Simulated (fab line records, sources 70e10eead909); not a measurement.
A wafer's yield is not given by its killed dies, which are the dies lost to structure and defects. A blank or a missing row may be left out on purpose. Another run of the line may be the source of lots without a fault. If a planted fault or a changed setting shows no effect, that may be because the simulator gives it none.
Which tool was responsible? ; flow nand harc ; 23 lots with 69 wafers sampled at 6 steps, on a route of 1159 steps

== WHAT THE GAUGES SHOWED, per wafer ==
No reading from a measuring or inspecting step in the record can be judged against a usual standard deviation.

== WHAT TOOL EACH LOT RAN ON (gives the tool, then ch and the chambers of the sampled wafers, and finally the start) ==
lot;NHARC_A_STAIRCASE_STRIP_205;NHARC_A_STAIRCASE_TRIM_235;NHARC_A_STAIRCASE_DESCUM_291;NHARC_A_STAIRCASE_ETCH_294;NHARC_A_STAIRCASE_ETCH_453;NHARC_A_STAIRCASE_CMP_152
L076;plasma asher-01 ch 0,1, day 11 14:01;rie diel-13 ch 0,1,2, day 11 23:14 or earlier;rie diel-05 ch 0,2,3, day 11 23:14;rie diel-05 ch 1,2, day 13 23:48 or earlier;rie diel-13 ch 1,2,3, day 13 23:48 or earlier;cmp-03 ch 0,1,3, day 13 23:48
L078;plasma asher-02 ch 0,1, day 11 19:10;rie diel-07 ch 0,2,3, day 12 07:04 or earlier;rie diel-07 ch 0,3, day 12 07:04;rie diel-07 ch 0,2,3, day 14 10:29 or earlier;rie diel-05 ch 1,2,3, day 14 10:29 or earlier;cmp-03 ch 2,3, day 14 10:29
L077;plasma asher-02 ch 0,1, day 11 21:36;rie diel-13 ch 0,1,2, day 12 07:37 or earlier;rie diel-13 ch 1,2,3, day 12 07:37;rie diel-13 ch 1,3, day 14 10:44 or earlier;rie diel-07 ch 2,3, day 14 10:44 or earlier;cmp-03 ch 0,2,3, day 14 10:44
L075;plasma asher-01 ch 0, day 11 22:32;rie diel-07 ch 0,2, day 12 08:47 or earlier;rie diel-05 ch 0,1,3, day 12 08:47;rie diel-05 ch 2,3, day 14 10:11 or earlier;rie diel-07 ch 0,1,3, day 14 10:11 or earlier;cmp-04 ch 0,1,2, day 14 10:11
L079;plasma asher-01 ch 0,1, day 12 06:43;rie diel-13 ch 1,2,3, day 12 17:25 or earlier;rie diel-07 ch 0,1,3, day 12 17:25;rie diel-07 ch 0,2, day 14 19:37 or earlier;rie diel-07 ch 0,1,2, day 14 19:37 or earlier;cmp-04 ch 0,3, day 14 19:37
L082;plasma asher-02 ch 0,1, day 13 04:22;rie diel-13 ch 0,1, day 13 17:01 or earlier;rie diel-13 ch 0,1, day 13 17:01;rie diel-13 ch 1,3, day 15 19:53 or earlier;rie diel-13 ch 1,2, day 15 19:53 or earlier;cmp-04 ch 0,1,2, day 15 19:53
L084;plasma asher-02 ch 0,1, day 13 05:07;rie diel-05 ch 1,2,3, day 13 19:01 or earlier;rie diel-13 ch 1,2,3, day 13 19:01;rie diel-13 ch 1,2,3, day 15 20:11 or earlier;rie diel-07 ch 0,1,2, day 15 20:11 or earlier;cmp-04 ch 0,1,2, day 15 20:11
L081;plasma asher-02 ch 0,1, day 13 09:50;rie diel-13 ch 0,1,3, day 13 19:29 or earlier;rie diel-05 ch 0,1,3, day 13 19:29;rie diel-05 ch 0,1,3, day 15 23:58 or earlier;rie diel-13 ch 0,3, day 15 23:58 or earlier;cmp-03 ch 2,3, day 15 23:58
L080;plasma asher-02 ch 0,1, day 13 12:49;rie diel-13 ch 0,2, day 13 21:36 or earlier;rie diel-07 ch 0,1, day 13 21:36;rie diel-07 ch 0,2,3, day 16 00:16 or earlier;rie diel-07 ch 0,2,3, day 16 00:16 or earlier;cmp-04 ch 0,1, day 16 00:16
L083;plasma asher-02 ch 0,1, day 13 15:18;rie diel-07 ch 0,1,2, day 14 01:23 or earlier;rie diel-13 ch 1,2,3, day 14 01:23;rie diel-13 ch 0,2, day 16 00:23 or earlier;rie diel-05 ch 1,2,3, day 16 00:23 or earlier;cmp-03 ch 0,1,3, day 16 00:23
L087;plasma asher-02 ch 0,1, day 14 10:09;rie diel-13 ch 2,3, day 14 19:10 or earlier;rie diel-07 ch 0,1,3, day 14 19:10;rie diel-07 ch 0,1,2, day 17 03:01 or earlier;rie diel-13 ch 1,3, day 17 03:01 or earlier;cmp-04 ch 0,2, day 17 03:01
L086;plasma asher-01 ch 0,1, day 14 10:24;rie diel-05 ch 1,2,3, day 14 20:36 or earlier;rie diel-07 ch 0,2,3, day 14 20:36;rie diel-07 ch 2,3, day 17 06:20 or earlier;rie diel-13 ch 0,2,3, day 17 06:20 or earlier;cmp-03 ch 0,1,3, day 17 06:20
L088;plasma asher-01 ch 0,1, day 14 15:12;rie diel-13 ch 0,2,3, day 15 06:13 or earlier;rie diel-07 ch 0,2,3, day 15 06:13;rie diel-07 ch 1,2,3, day 17 04:25 or earlier;rie diel-13 ch 0,2,3, day 17 04:25 or earlier;cmp-03 ch 0,1,2, day 17 04:25
L085;plasma asher-02 ch 0,1, day 14 15:34;rie diel-07 ch 0,2,3, day 15 07:31 or earlier;rie diel-13 ch 0,2,3, day 15 07:31;rie diel-13 ch 0,1,2, day 17 06:01 or earlier;rie diel-13 ch 0,1,2, day 17 06:01 or earlier;cmp-04 ch 0,2,3, day 17 06:01
L089;plasma asher-01 ch 0,1, day 14 23:49;rie diel-07 ch 0,2,3, day 15 09:24 or earlier;rie diel-13 ch 0,2, day 15 09:24;rie diel-13 ch 0,3, day 17 05:53 or earlier;rie diel-05 ch 2,3, day 17 05:53 or earlier;cmp-04 ch 1,3, day 17 05:53
L091;plasma asher-02 ch 0,1, day 15 00:20;rie diel-13 ch 1,2,3, day 15 10:22 or earlier;rie diel-07 ch 1,2,3, day 15 10:22;rie diel-07 ch 0,3, day 17 16:53 or earlier;rie diel-13 ch 0,1,2, day 17 16:53 or earlier;cmp-03 ch 2,3, day 17 16:53
L090;plasma asher-01 ch 0,1, day 15 00:35;rie diel-05 ch 2,3, day 15 11:00 or earlier;rie diel-13 ch 0,1,2, day 15 11:00;rie diel-13 ch 1,2, day 17 16:40 or earlier;rie diel-07 ch 0,1,3, day 17 16:40 or earlier;cmp-03 ch 0,1,3, day 17 16:40
L092;plasma asher-02 ch 0,1, day 15 13:56;rie diel-07 ch 0,1,2, day 16 01:00 or earlier;rie diel-07 ch 0,3, day 16 01:00;rie diel-07 ch 0,1,3, day 18 05:08 or earlier;rie diel-13 ch 2,3, day 18 05:08 or earlier;cmp-03 ch 0,2, day 18 05:08
L093;plasma asher-02 ch 0,1, day 15 14:49;rie diel-05 ch 0,1,2, day 16 02:58 or earlier;rie diel-05 ch 1,2,3, day 16 02:58;rie diel-05 ch 1,2,3, day 18 04:53 or earlier;rie diel-13 ch 1,2,3, day 18 04:53 or earlier;cmp-03 ch 0,1,2, day 18 04:53
L094;plasma asher-01 ch 0,1, day 16 01:38;rie diel-13 ch 0,1, day 16 11:28 or earlier;rie diel-05 ch 0,1,2, day 16 11:28;rie diel-05 ch 2,3, day 18 15:14 or earlier;rie diel-13 ch 0,1,3, day 18 15:14 or earlier;cmp-04 ch 0,3, day 18 15:14
L095;plasma asher-01 ch 0,1, day 16 02:20;rie diel-07 ch 0,1,3, day 16 14:25 or earlier;rie diel-13 ch 0,1,2, day 16 14:25;rie diel-13 ch 0,1,2, day 18 14:56 or earlier;rie diel-13 ch 0,3, day 18 14:56 or earlier;cmp-03 ch 1,2,3, day 18 14:56
L096;plasma asher-02 ch 0,1, day 16 21:22;rie diel-07 ch 0,1,2, day 17 10:40 or earlier;rie diel-05 ch 0,1,2, day 17 10:40;rie diel-05 ch 1,3, day 19 14:37 or earlier;rie diel-13 ch 0,2,3, day 19 14:37 or earlier;cmp-02 ch 0,1, day 19 14:37
L097;plasma asher-02 ch 0,1, day 16 22:23;rie diel-13 ch 1,2, day 17 08:50 or earlier;rie diel-05 ch 1,3, day 17 08:50;rie diel-05 ch 2,3, day 19 14:55 or earlier;rie diel-13 ch 1,2,3, day 19 14:55 or earlier;cmp-04 ch 0,1, day 19 14:55
- NHARC_A_STAIRCASE_STRIP_205: strips in O2.
- NHARC_A_STAIRCASE_TRIM_235: chemistry O2, time 211.2 s.
- NHARC_A_STAIRCASE_DESCUM_291: chemistry O2, time 3 s.
- NHARC_A_STAIRCASE_ETCH_294: etches the open film in C4F8/O2/Ar, target depth 4992 nm, time 1212.4 s.
- NHARC_A_STAIRCASE_ETCH_453: etches the open film in CF4/O2, target depth 30 nm, overetch 3 nm, time 16.5 s.
- NHARC_A_STAIRCASE_CMP_152: polishes.

== AS READ BY THE TOOLS THEMSELVES (means over the sampled wafers that have a number; for cases with no such wafer, the mark the record gives instead) ==
NHARC_A_STAIRCASE_STRIP_205. Usual: drypump motor current A 5.66 A, standard deviation 0.28; heater power w 304 W, standard deviation 15.
lot;tool;drypump motor current A (A);heater power w (W);flag
L076;plasma asher-01;5.52;313;
L078;plasma asher-02;5.78;301;
L077;plasma asher-02;5.76;304;
L075;plasma asher-01;5.19;308;
L079;plasma asher-01;5.51;320;
L082;plasma asher-02;5.76;302;
L084;plasma asher-02;5.86;295;
L081;plasma asher-02;5.77;295;
L080;plasma asher-02;5.77;304;
L083;plasma asher-02;5.78;299;
L087;plasma asher-02;5.86;296;
L086;plasma asher-01;5.52;320;
L088;plasma asher-01;5.34;314;
L085;plasma asher-02;5.76;302;
L089;plasma asher-01;5.51;319;
L091;plasma asher-02;5.79;295;
L090;plasma asher-01;5.33;318;
L092;plasma asher-02;5.78;304;
L093;plasma asher-02;5.79;305;
L094;plasma asher-01;5.34;317;
L095;plasma asher-01;5.54;315;
L096;plasma asher-02;5.87;289;
L097;plasma asher-02;5.87;295;

NHARC_A_STAIRCASE_TRIM_235. Usual: drypump motor current A 5.7 A, standard deviation 0.57; mfc ar sccm 0.003 sccm, standard deviation 0.0035; oes product au 0.995 a.u., standard deviation 0.01; rf vpp V 57.9 V, standard deviation 0.86; showerhead plenum p Torr 3.58 Torr, standard deviation 0.16; throttle valve pct 17.036 %, standard deviation 0.0089.
lot;tool;drypump motor current A (A);mfc ar sccm (sccm);oes product au (a.u.);rf vpp V (V);showerhead plenum p Torr (Torr);throttle valve pct (%);flag
L076;rie diel-13;6.0;0.007;1.006;57.3;3.46;17.041;
L078;rie diel-07;5.6;0.000;1.001;58.4;3.62;17.036;
L077;rie diel-13;6.0;0.007;1.001;57.6;3.45;17.042;
L075;rie diel-07;6.1;0.000;0.999;58.1;3.59;17.033;
L079;rie diel-13;5.7;0.006;1.002;57.7;3.53;17.035;
L082;rie diel-13;6.2;0.005;0.997;58.8;3.64;17.038;
L084;rie diel-05;6.0;0.000;0.996;58.6;3.61;17.028;
L081;rie diel-13;5.8;0.004;0.997;58.3;3.54;17.039;
L080;rie diel-13;6.2;0.005;0.992;58.0;3.79;17.032;
L083;rie diel-07;5.5;0.000;1.002;58.0;3.62;17.042;
L087;rie diel-13;5.4;0.003;0.988;57.3;3.57;17.029;
L086;rie diel-05;6.0;0.000;0.995;59.2;3.60;17.034;
L088;rie diel-13;5.8;0.004;0.997;57.6;3.68;17.031;
L085;rie diel-07;5.6;0.000;0.997;57.2;3.60;17.041;
L089;rie diel-07;5.6;0.000;1.005;57.3;3.60;17.034;
L091;rie diel-13;5.6;0.006;0.996;58.0;3.52;17.046;
L090;rie diel-05;6.3;0.000;0.999;58.1;3.49;17.032;
L092;rie diel-07;5.5;0.000;0.995;58.6;3.61;17.040;
L093;rie diel-05;6.0;0.002;0.994;58.3;3.61;17.037;
L094;rie diel-13;6.1;0.006;0.998;57.7;3.48;17.034;
L095;rie diel-07;5.0;0.000;0.985;57.9;3.63;17.034;
L096;rie diel-07;5.5;0.000;1.001;58.4;3.61;17.032;
L097;rie diel-13;5.9;0.008;0.992;57.6;3.46;17.035;

NHARC_A_STAIRCASE_DESCUM_291. Usual: drypump motor current A 5.7 A, standard deviation 0.59; mfc ar sccm 0.002 sccm, standard deviation 0.0034; oes product au 0.995 a.u., standard deviation 0.0098; rf vpp V 57.9 V, standard deviation 0.83; showerhead plenum p Torr 1.94 Torr, standard deviation 0.09; throttle valve pct 11.311 %, standard deviation 0.0085.
lot;tool;drypump motor current A (A);mfc ar sccm (sccm);oes product au (a.u.);rf vpp V (V);showerhead plenum p Torr (Torr);throttle valve pct (%);flag
L076;rie diel-05;6.3;0.002;0.992;57.4;1.91;11.311;
L078;rie diel-07;5.1;0.000;0.992;58.4;2.02;11.316;
L077;rie diel-13;5.6;0.006;1.012;57.7;1.92;11.313;
L075;rie diel-05;5.9;0.002;0.987;57.8;1.94;11.308;
L079;rie diel-07;5.0;0.000;0.995;58.4;1.98;11.311;
L082;rie diel-13;6.1;0.006;0.992;57.6;1.89;11.313;
L084;rie diel-13;5.7;0.006;1.002;57.2;1.91;11.318;
L081;rie diel-05;5.9;0.002;0.988;58.0;1.94;11.313;
L080;rie diel-07;5.0;0.000;0.992;58.6;1.99;11.312;
L083;rie diel-13;5.6;0.006;0.998;58.2;1.91;11.318;
L087;rie diel-07;5.0;0.000;0.985;57.8;1.98;11.304;
L086;rie diel-07;5.6;0.000;1.001;57.8;1.96;11.314;
L088;rie diel-07;5.6;0.000;0.993;57.5;1.96;11.309;
L085;rie diel-13;5.8;0.004;0.996;57.7;2.00;11.309;
L089;rie diel-13;6.0;0.007;0.993;57.8;2.06;11.314;
L091;rie diel-07;5.5;0.000;0.995;57.9;1.91;11.316;
L090;rie diel-13;6.0;0.007;0.998;58.0;1.97;11.311;
L092;rie diel-07;5.1;0.000;0.996;58.4;1.97;11.315;
L093;rie diel-05;5.9;0.000;0.999;57.7;1.95;11.309;
L094;rie diel-05;5.9;0.002;0.989;57.6;1.96;11.304;
L095;rie diel-13;6.0;0.007;0.992;57.7;1.97;11.311;
L096;rie diel-05;5.9;0.002;0.992;58.2;1.96;11.315;
L097;rie diel-05;6.0;0.000;0.990;57.7;1.92;11.299;

NHARC_A_STAIRCASE_ETCH_294. Usual: oes product au 0.934 a.u., standard deviation 0.013; rf vpp V 1832 V, standard deviation 11.
lot;tool;oes product au (a.u.);rf vpp V (V);flag
L076;rie diel-05;0.943;1842;
L078;rie diel-07;0.937;1834;
L077;rie diel-13;0.935;1815;
L075;rie diel-05;0.933;1830;
L079;rie diel-07;0.944;1839;
L082;rie diel-13;0.944;1815;
L084;rie diel-13;0.943;1827;
L081;rie diel-05;0.936;1830;
L080;rie diel-07;0.946;1834;
L083;rie diel-13;0.927;1846;
L087;rie diel-07;0.923;1834;
L086;rie diel-07;0.939;1828;
L088;rie diel-07;0.934;1827;
L085;rie diel-13;0.919;1833;
L089;rie diel-13;0.926;1830;
L091;rie diel-07;0.915;1835;
L090;rie diel-13;0.949;1832;
L092;rie diel-07;0.918;1834;
L093;rie diel-05;0.950;1832;
L094;rie diel-05;0.940;1824;
L095;rie diel-13;0.935;1833;
L096;rie diel-05;0.930;1828;
L097;rie diel-05;0.941;1827;

NHARC_A_STAIRCASE_ETCH_453. Usual: cf4 flow sccm 80.00 sccm, standard deviation 0.22; drypump motor current A 5.7 A, standard deviation 0.55; mfc ar sccm 0.003 sccm, standard deviation 0.0037; oes product au 0.997 a.u., standard deviation 0.009; rf vpp V 198.2 V, standard deviation 1.5; showerhead plenum p Torr 1.36 Torr, standard deviation 0.067; throttle valve pct 13.397 %, standard deviation 0.0086.
lot;tool;cf4 flow sccm (sccm);drypump motor current A (A);mfc ar sccm (sccm);oes product au (a.u.);rf vpp V (V);showerhead plenum p Torr (Torr);throttle valve pct (%);flag
L076;rie diel-13;80.23;5.7;0.006;1.005;197.9;1.34;13.390;
L078;rie diel-05;80.05;6.0;0.000;0.998;198.7;1.37;13.402;
L077;rie diel-07;79.98;6.1;0.000;1.007;198.1;1.33;13.404;
L075;rie diel-07;80.04;5.0;0.000;0.994;198.1;1.38;13.394;
L079;rie diel-07;79.92;5.5;0.000;0.996;198.6;1.37;13.407;
L082;rie diel-13;80.06;5.8;0.009;0.996;198.1;1.37;13.401;
L084;rie diel-07;80.05;5.5;0.000;0.991;198.5;1.37;13.405;
L081;rie diel-13;80.03;5.9;0.002;0.998;198.9;1.40;13.401;
L080;rie diel-07;80.10;5.6;0.000;1.001;199.3;1.37;13.400;
L083;rie diel-05;80.00;5.9;0.000;1.000;198.4;1.36;13.396;
L087;rie diel-13;80.03;5.7;0.005;1.001;196.6;1.27;13.397;
L086;rie diel-13;79.87;5.8;0.004;1.001;198.7;1.39;13.399;
L088;rie diel-13;79.81;5.8;0.004;0.992;199.3;1.39;13.390;
L085;rie diel-13;80.13;6.0;0.007;0.992;198.4;1.37;13.395;
L089;rie diel-05;80.13;6.3;0.000;1.013;198.2;1.34;13.401;
L091;rie diel-13;79.94;6.0;0.007;0.994;198.0;1.37;13.391;
L090;rie diel-07;79.98;5.0;0.000;0.994;198.4;1.38;13.392;
L092;rie diel-13;79.97;5.4;0.003;0.999;197.8;1.35;13.394;
L093;rie diel-13;80.18;5.7;0.006;0.991;197.2;1.33;13.395;
L094;rie diel-13;80.04;5.8;0.004;0.996;196.9;1.33;13.405;
L095;rie diel-13;79.95;5.9;0.002;0.994;198.9;1.40;13.397;
L096;rie diel-13;79.97;5.8;0.004;0.991;198.7;1.39;13.397;
L097;rie diel-13;80.02;5.7;0.006;0.993;197.0;1.33;13.396;

NHARC_A_STAIRCASE_CMP_152. Usual: 12.3 A for motor current A, sd 1.5.
lot;tool;motor current A (A);flag
L076;cmp-03;12.8;
L078;cmp-03;12.5;
L077;cmp-03;12.2;
L075;cmp-04;12.1;
L079;cmp-04;11.6;
L082;cmp-04;12.1;
L084;cmp-04;11.9;
L081;cmp-03;13.3;
L080;cmp-04;11.9;
L083;cmp-03;13.1;
L087;cmp-04;13.2;
L086;cmp-03;12.8;
L088;cmp-03;13.4;
L085;cmp-04;11.8;
L089;cmp-04;10.4;
L091;cmp-03;13.3;
L090;cmp-03;13.1;
L092;cmp-03;12.6;
L093;cmp-03;13.3;
L094;cmp-04;12.6;
L095;cmp-03;13.3;
L096;cmp-02;11.4;
L097;cmp-04;12.0;

== THE ANSWER, worked out from the rows above alone ==
Rule: a lot is off if the mean of its wafers that have a number lies more than 3 standard deviations from the usual mean. Also off: a lot with no number at a reading for which 4 or more lots have one. The other lots that the step has rows for count as sound. The gauges are gone through in route order, then the tools' own readings, and for those a lot's mean is taken as printed above. The first step at which some lot is off is used, and at that step the reading that is off furthest; a lot without a number counts as furthest.
No lot is off on any of the readings shown, so nothing can be concluded from this.

== WHAT THE SIMULATOR PUT IN ==
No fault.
